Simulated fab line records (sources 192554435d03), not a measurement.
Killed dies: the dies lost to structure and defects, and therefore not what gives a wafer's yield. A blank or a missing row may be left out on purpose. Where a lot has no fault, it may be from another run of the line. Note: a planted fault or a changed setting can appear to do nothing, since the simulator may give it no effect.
Which of the tools did it? ; flow n5 finfet ; 9 lots, 27 wafers sampled, at 6 steps of a route of 1938

## WHAT THE GAUGES READ, wafer by wafer
N5_BEOL_M1_CD_MEAS_28: target cd y 23.3 nm.
lot;measured;on;cd nm (nm)
L707;day 7 15:40;cd sem-03;23.96 23.81 24.13
L712;day 8 08:35;cd sem-03;24.01 24.09 24.18
L714;day 8 22:57;cd sem-03;24.42 20.17 23.99
L715;day 9 01:30;cd sem-01;23.78 23.57 23.71
L716;day 9 12:31;cd sem-01;23.82 23.97 23.75
L717;day 9 18:36;cd sem-03;19.86 23.89 23.69
L721;day 10 16:44;cd sem-03;23.53 23.70 24.08
L724;day 11 07:43;cd sem-02;24.14 24.19 23.93
L725;day 11 12:02;cd sem-02;24.19 23.74 23.72

N5_BEOL_M4_RC_MEAS_101.
lot;measured;on;DIBL_N (mV/V);DIBL_P (mV/V);IOFF_N (nA/um);IOFF_P (nA/um);ION_N (uA/um);ION_P (uA/um);SS_N (mV/dec);SS_P (mV/dec);VT_N (mV);VT_P (mV)
L707;day 9 07:14;prober-01;36.3 35.4 36.7;37.7 38.2 37.9;0.161 0.152 0.165;0.19 0.20 0.19;686 674 671;464 463 461;71.5 71.5 71.0;72.9 72.6 73.1;250 252 250;-256 -254 -256
L712;day 10 02:16;prober-02;34.6 35.9 35.2;34.3 35.7 34.7;0.121 0.136 0.137;0.19 0.21 0.19;663 674 677;457 467 468;70.1 71.3 70.8;73.5 72.8 72.4;253 252 250;-249 -247 -249
L714;day 10 15:32;prober-01;35.1 34.7;34.7 34.5;0.135 0.150;0.18 0.18;666 697;458 468;71.8 70.6;71.9 72.7;252 248;-251 -251
L715;day 11 02:08;prober-01;35.6 34.6 34.9;36.3 35.0 35.4;0.158 0.145 0.152;0.21 0.18 0.20;679 681 679;466 462 460;71.1 71.2 71.2;73.5 72.8 73.0;248 251 250;-252 -250 -249
L716;day 11 07:08;prober-02;39.7 36.7 38.2;38.6 35.2 37.0;0.244 0.162 0.192;0.31 0.25 0.27;677 668 669;467 468 459;73.2 72.6 72.4;74.3 73.2 74.0;245 252 248;-242 -243 -248
L717;day 11 05:01;prober-01;34.6 34.2;34.7 35.1;0.142 0.134;0.21 0.21;671 673;473 463;70.9 70.0;72.8 72.3;252 249;-251 -251
L721;day 12 03:19;prober-01;38.5 35.8 35.6;39.8 34.5 36.1;0.191 0.137 0.146;0.25 0.17 0.18;679 663 683;463 454 466;72.1 71.6 71.5;73.7 73.0 73.1;248 252 251;-248 -252 -255
L724;day 13 02:19;prober-01;38.6 37.8 38.0;41.2 39.5 39.9;0.200 0.181 0.183;0.27 0.24 0.25;678 684 682;464 462 472;72.5 71.2 72.0;74.2 73.9 74.1;245 247 250;-247 -249 -247
L725;day 13 18:52;prober-02;35.8 38.4 35.3;35.0 37.4 33.1;0.147 0.197 0.138;0.19 0.24 0.18;677 691 682;463 478 464;71.3 71.6 71.0;72.4 72.5 71.9;250 246 254;-248 -247 -250

## EACH LOT AND THE TOOL THAT RAN IT (in order: tool; ch and the chambers of the sampled wafers; start)
lot;N5_BEOL_M1_STRIP_19;N5_BEOL_M1_EXPOSE_25;N5_BEOL_M1_ETCH_69;N5_BEOL_M1_ETCH_70
L707;rie diel-02 ch 1,3, day 7 15:02;euv scanner-02 ch 0, day 7 15:32;rie diel-01 ch 0,2, day 7 15:51;rie diel-02 ch 0,1, day 7 18:19
L712;rie diel-01 ch 0,1,3, day 8 08:11;euv scanner-02 ch 0, day 8 08:26;rie diel-04 ch 1,2,3, day 8 08:52;rie diel-01 ch 0,2,3, day 8 10:43
L714;rie diel-01 ch 0,2,3, day 8 22:34;euv scanner-02 ch 0, day 8 22:49;rie diel-02 ch 1,2,3, day 8 23:08;rie diel-02 ch 1,2,3, day 8 23:31
L715;rie diel-01 ch 0,1,3, day 9 00:59;euv scanner-01 ch 0, day 9 01:22;rie diel-02 ch 2,3, day 9 01:41;rie diel-01 ch 1,2,3, day 9 02:47
L716;rie diel-04 ch 0,1,3, day 9 12:07;euv scanner-01 ch 0, day 9 12:22;rie diel-01 ch 1,2, day 9 12:41;rie diel-02 ch 2,3, day 9 13:06
L717;rie diel-04 ch 0,2,3, day 9 18:05;euv scanner-02 ch 0, day 9 18:28;rie diel-01 ch 0,1,2, day 9 18:49;rie diel-01 ch 0,1,3, day 9 23:26
L721;rie diel-04 ch 0,1,2, day 10 16:13;euv scanner-01 ch 0, day 10 16:35;rie diel-04 ch 0,1,3, day 10 16:54;rie diel-02 ch 0,1,3, day 10 18:30
L724;rie diel-04 ch 0,1,3, day 11 07:19;euv scanner-01 ch 0, day 11 07:35;rie diel-02 ch 1,2,3, day 11 07:54;rie diel-01 ch 0,3, day 11 10:16
L725;rie diel-04 ch 1,3, day 11 11:40;euv scanner-01 ch 0, day 11 11:54;rie diel-04 ch 0,1,2, day 11 12:13;rie diel-01 ch 1,2, day 11 13:44
- N5_BEOL_M1_STRIP_19: strips in O2.
- N5_BEOL_M1_EXPOSE_25: exposes mask V0, defocus 5 nm, target cd 24 nm.
- N5_BEOL_M1_ETCH_69: etches SiARC in CF4, target depth 15.6 nm, time 26 s.
- N5_BEOL_M1_ETCH_70: etches SOC in N2/H2, target depth 80 nm, overetch 16 nm, time 120 s.

## WHAT THE TOOLS THEMSELVES READ (means of the sampled wafers that have a number; where no wafer has one, the mark that the record gives instead)
N5_BEOL_M1_STRIP_19.
lot;tool;drypump motor current A (A);oes product au (a.u.);rf vpp V (V);showerhead plenum p Torr (Torr);throttle valve pct (%)
L707;rie diel-02;5.4;0.79;3.5;2.13;16.71
L712;rie diel-01;5.7;0.84;3.7;2.15;16.46
L714;rie diel-01;5.5;0.74;3.6;2.16;16.70
L715;rie diel-01;5.7;0.83;3.6;2.15;16.46
L716;rie diel-04;5.5;0.87;3.9;2.06;16.57
L717;rie diel-04;5.3;0.83;3.8;2.09;16.65
L721;rie diel-04;5.1;0.91;3.6;2.13;16.35
L724;rie diel-04;5.4;0.84;3.8;2.06;16.59
L725;rie diel-04;5.4;0.87;3.6;2.08;16.50

N5_BEOL_M1_ETCH_69.
lot;tool;drypump motor current A (A);etch rf on time s (s);oes product au (a.u.);rf vpp V (V);showerhead plenum p Torr (Torr);throttle valve pct (%)
L707;rie diel-01;5.4;26.0;0.65;184.4;2.17;15.66
L712;rie diel-04;5.2;25.6;0.66;183.8;2.17;15.69
L714;rie diel-02;5.2;26.0;0.65;183.8;2.16;15.68
L715;rie diel-02;5.0;26.6;0.64;183.8;2.12;15.58
L716;rie diel-01;5.8;24.9;0.77;183.9;2.11;15.27
L717;rie diel-01;5.6;25.3;0.72;184.1;2.15;15.45
L721;rie diel-04;5.5;26.0;0.73;183.1;2.10;15.52
L724;rie diel-02;5.2;26.0;0.64;183.7;2.15;15.71
L725;rie diel-04;5.1;25.2;0.78;184.0;2.19;15.35

N5_BEOL_M1_ETCH_70.
lot;tool;drypump motor current A (A);oes product au (a.u.);rf vpp V (V);showerhead plenum p Torr (Torr);throttle valve pct (%)
L707;rie diel-02;5.9;0.55;526.3;2.62;17.77
L712;rie diel-01;5.5;0.57;525.5;2.62;17.84
L714;rie diel-02;5.2;0.59;523.9;2.54;17.82
L715;rie diel-01;5.7;0.61;523.8;2.55;17.62
L716;rie diel-02;5.0;0.62;523.0;2.50;17.88
L717;rie diel-01;5.7;0.63;526.0;2.59;17.53
L721;rie diel-02;5.7;0.64;525.0;2.57;17.68
L724;rie diel-01;5.6;0.55;526.7;2.63;17.74
L725;rie diel-01;5.8;0.65;523.1;2.49;17.47

## THE ANSWER, worked out from the rows above alone
Rule: usual is defined by the lots themselves. Put in order of their means at a reading, lots are off if they are a third of the lots or fewer, leave a main group of 4 or more, and stand apart from it by a gap of 3 or more times the standard deviation of the main group's means; of several such gaps the widest counts. If all means in a main group match to the digits the tables above print for the reading, that group is not used. Also off: a lot with no number at a reading for which 4 or more lots have one. Any other lot the step has rows for is counted as sound. Order of review: gauges by route order, followed by the tools' own readings, for which a lot's mean as printed above is used. At the first step where some lot is off, the reading lying furthest off is the one used; lots without a number count as furthest.
Off, at N5_BEOL_M1_CD_MEAS_28 on cd nm: L714, L717. The main group: mean 23.90 nm, standard deviation 0.14.
A tool fits if, at a process step before that reading, it ran every lot that is off, and no sound lot after the first of them. Gauges at N5_BEOL_M1_CD_MEAS_28: tried the same way as those tools. One candidate fits, namely euv scanner-02 at N5_BEOL_M1_EXPOSE_25. Its last sound lot is L712 (day 8 08:26), its first lot that is off L714 (day 8 22:49): a fault that began between those two fits.

## WHAT THE SIMULATOR PUT IN
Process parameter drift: euv scanner-02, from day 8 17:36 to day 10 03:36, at N5_BEOL_M1_EXPOSE_25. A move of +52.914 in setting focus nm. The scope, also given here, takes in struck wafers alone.
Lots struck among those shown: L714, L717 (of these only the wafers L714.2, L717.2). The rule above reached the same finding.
